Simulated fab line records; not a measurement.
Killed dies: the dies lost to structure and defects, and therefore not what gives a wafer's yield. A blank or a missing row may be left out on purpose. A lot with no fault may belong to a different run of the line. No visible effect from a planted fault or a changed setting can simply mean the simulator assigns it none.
Matching of chambers + flow n5Finfet + N5_DUMMY_GATE_HM_OPEN_21 on rieDiel-04 has 3 sister chambers
The step chemistry CH3F/O2, target SiNx, target depth 120 nm, time 171.4 s. 14 wafers are shown with their chamber, then 5 later ones without.

WAFERS, EACH WITH ITS CHAMBER
| wafer  | chamber | showerheadPlenumPTorr (Torr) | drypumpMotorCurrentA (A) | throttleValvePct (%) |
|--------|---------|------------------------------|--------------------------|----------------------|
| L078.1 | 1       | 1.86                         | 5.6                      | 16.18                |
| L078.5 | 2       | 2.08                         | 6.2                      | 15.99                |
| L078.6 | 1       | 1.86                         | 5.7                      | 16.18                |
| L082.2 | 2       | 2.08                         | 6.2                      | 16.01                |
| L082.3 | 1       | 1.86                         | 5.7                      | 16.21                |
| L082.6 | 1       | 1.86                         | 5.7                      | 16.19                |
| L083.2 | 1       | 1.86                         | 5.7                      | 16.20                |
| L083.5 | 0       | 1.98                         | 5.8                      | 16.65                |
| L083.6 | 1       | 1.86                         | 5.7                      | 16.19                |
| L085.1 | 2       | 2.07                         | 6.2                      | 16.05                |
| L085.3 | 1       | 1.86                         | 5.7                      | 16.20                |
| L085.4 | 0       | 1.98                         | 5.8                      | 16.67                |
| L086.2 | 2       | 2.07                         | 6.2                      | 16.02                |
| L086.4 | 1       | 1.86                         | 5.7                      | 16.22                |

SIGNATURES (means of the wafers above)
| reading               | chamber 0 | chamber 1 | chamber 2 | scatter within a chamber |
|-----------------------|-----------|-----------|-----------|--------------------------|
| showerheadPlenumPTorr | 1.9800    | 1.8600    | 2.0750    | 0.00302                  |
| drypumpMotorCurrentA  | 5.800     | 5.688     | 6.200     | 0.0282                   |
| throttleValvePct      | 16.6600   | 16.1962   | 16.0175   | 0.0177                   |
Rule: a wafer's distance from a chamber is the root of the sum, over the readings, of the square of ((its reading less the chamber's mean) divided by the reading's scatter). If the next closest chamber is less than 2 further off than the closest, the wafer can't be placed; otherwise it belongs to the closest. The scatter is the square root of a quotient: the sum, over the shown wafers, of each reading's squared deviation from its chamber's mean, divided by wafers minus chambers.

WAFERS WITHOUT THEIR CHAMBER
| wafer  | showerheadPlenumPTorr (Torr) | drypumpMotorCurrentA (A) | throttleValvePct (%) |
|--------|------------------------------|--------------------------|----------------------|
| L086.5 | 1.86                         | 5.7                      | 16.22                |
| L088.2 | 1.98                         | 5.8                      | 16.69                |
| L088.5 | 2.07                         | 6.2                      | 16.03                |
| L093.1 | 2.07                         | 6.2                      | 16.04                |
| L093.6 | 1.86                         | 5.7                      | 16.24                |

WHICH CHAMBER EACH ONE RAN IN
| wafer  | from the rows above | in truth |
|--------|---------------------|----------|
| L086.5 | 1                   | 1        |
| L088.2 | 0                   | 0        |
| L088.5 | 2                   | 2        |
| L093.1 | 2                   | 2        |
| L093.6 | 1                   | 1        |
Placed correctly: 5 of 5. Left unplaced by these rows: 0. Placed wrongly: 0.
